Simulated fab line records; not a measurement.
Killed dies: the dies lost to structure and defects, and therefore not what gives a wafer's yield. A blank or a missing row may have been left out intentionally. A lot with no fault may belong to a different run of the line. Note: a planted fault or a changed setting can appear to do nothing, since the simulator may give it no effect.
A lot that was struck, set against a sound lot :: flow n5_finfet :: 22 out of 1938 route steps
Sound: these wafers, L651.2, L651.3, L651.4. Struck: wafer L661.5 (L661.1, L661.4, from the same lot, were not struck and are left out); the cause is given at the end.
For every step that has rows: the tool of each side, followed by ch and its chambers, followed by its first start. Under that, the readings that differ: sound wafers :: struck wafers :: difference of the means :: sigmas: that difference in standard deviations of wafers without a fault.
alike: readings whose means differ by less than 2 such deviations, and words and numbers that are the same on both sides. not compared: withheld readings, readings that some wafer has no value for, bounds like >300 that may hide the same value, and numbers for which the record gives no deviation and whose values overlap.
A row with sigmas, a row that says differs or no value, or rows on one side alone: a step with any of these is where the two part. Numbers that don't overlap but have no deviation are shown without sigmas and don't part them. Lack of a reading on every wafer of one side parts them only where that side has two or more wafers.

N5_WELL_APT_CD_MEAS_08: the cd target is 200 nm.
  sound on cd_sem-01 ch 0, day 1 13:50; struck on cd_sem-01 ch 0, day 4 01:49
  alike: cd_nm
N5_WELL_APT_OVL_MEAS_09:
  sound on overlay-01 ch 0, day 1 13:52; struck on overlay-02 ch 0, day 4 01:50
  alike: NWELL_OVL
N5_WELL_APT_INSPECT_10: inspects for defects (macro).
  struck on defect_inspect-02, day 4 01:52; sound on defect_inspect-01, day 1 13:54
  alike: raw_defect_count
N5_WELL_APT_DESCUM_13: chemistry O2, time 7.9 s.
  sound on rie_diel-05 ch 0,1,2, day 1 13:56; struck on rie_diel-02 ch 1, day 4 01:54
  alike: drypump_motor_current_A, oes_product_au, rf_vpp_V, showerhead_plenum_p_Torr, throttle_valve_pct
  not compared: rf_hours_counter_h
then, 8 steps without rows for these wafers: N5_WELL_APT_IMPLANT_14; N5_WELL_APT_IMPLANT_15; N5_WELL_APT_STRIP_16 (strips in SPM, time 900 s); N5_WELL_APT_HMDS_18 (time 60 s); N5_WELL_APT_COAT_19 (resist thk 950 nm); N5_WELL_APT_EBR_21; N5_WELL_APT_SOFTBAKE_20 (time 60 s); N5_WELL_APT_EXPOSE_22 (exposes mask PWELL, defocus 0 nm, target cd 200 nm).
N5_WELL_APT_PEB_23: peb time 90 s.
  sound on litho_track-02 ch 0, day 1 14:51; struck on litho_track-05 ch 0, day 4 02:58
then, 2 steps without rows for these wafers: N5_WELL_APT_DEVELOP_24 (develop time 45 s); N5_WELL_APT_HARDBAKE_29 (time 120 s).
N5_WELL_APT_CD_MEAS_25: the cd target is 200 nm.
  sound on cd_sem-01 ch 0, day 1 14:58; struck on cd_sem-01 ch 0, day 4 03:04
reading: cd_nm (nm)
sound: 199.0 201.9 200.4
struck: 205.7
difference: +5.3
sigmas: +3
N5_WELL_APT_OVL_MEAS_26:
  sound on overlay-01 ch 0, day 1 14:59; struck on overlay-01 ch 0, day 4 03:06
  alike: PWELL_OVL
N5_WELL_APT_INSPECT_27: inspects for defects (macro).
  struck on defect_inspect-01, day 4 03:08; sound on defect_inspect-01, day 1 15:01
  alike: raw_defect_count
N5_WELL_APT_DESCUM_30: chemistry O2, time 7.9 s.
  sound on rie_diel-05 ch 1,2,3, day 1 15:03; struck on rie_diel-03 ch 3, day 4 03:10
reading: model.WELL_APT.cd_nm (nm)
sound: 198.8 201.8 200.6
struck: 205.8
difference: +5.4
sigmas: 
  alike: drypump_motor_current_A, oes_product_au, rf_vpp_V, showerhead_plenum_p_Torr, throttle_valve_pct
  not compared: rf_hours_counter_h
following that, these wafers have no rows for 1 step: N5_WELL_APT_IMPLANT_31.
-- here the record skips 9 days between the struck wafers' starts before and after, leaving off in module WELL_APT and picking up in module BEOL_M4 (first step shown: number 1111 of the route) --
N5_BEOL_M4_RC_MEAS_101:
  sound on prober-01 ch 0, day 10 21:29; struck on prober-01 ch 0, day 13 01:04
reading: DIBL_P (mV/V)
sound: 34.1 35.5 36.2
struck: 39.7
difference: +4.4
sigmas: +2
  alike: DIBL_N, IOFF_N, IOFF_P, ION_N, ION_P, SS_N, SS_P, VT_N, VT_P
-- record jumps: 4 days separate the struck wafers' starts on either side; left off in module BEOL_M4, taken up again in module PASSIVATION, whose first shown step is the route's number 1936 --
N5_PASSIVATION_PROBE_49:
  struck on prober-02, day 17 07:29; sound on prober-01, day 15 08:46
reading: killed_at_other
sound: 1 0 1
struck: 9
difference: +8
sigmas: +3
  alike: defect_limited_yield, killed_at_M0_to_M3, killed_at_M4_up, killed_at_contacts, killed_at_front_end, killed_dies, killed_open, killed_short, sort_bin_4_leakage, sort_bin_5_function, sort_bin_6_memory, sort_n_pass, sort_yield_pct

## WHERE THEY PART
Earliest at N5_WELL_APT_CD_MEAS_25; latest, in this record, at N5_PASSIVATION_PROBE_49.

WHY: the cause the simulator had injected
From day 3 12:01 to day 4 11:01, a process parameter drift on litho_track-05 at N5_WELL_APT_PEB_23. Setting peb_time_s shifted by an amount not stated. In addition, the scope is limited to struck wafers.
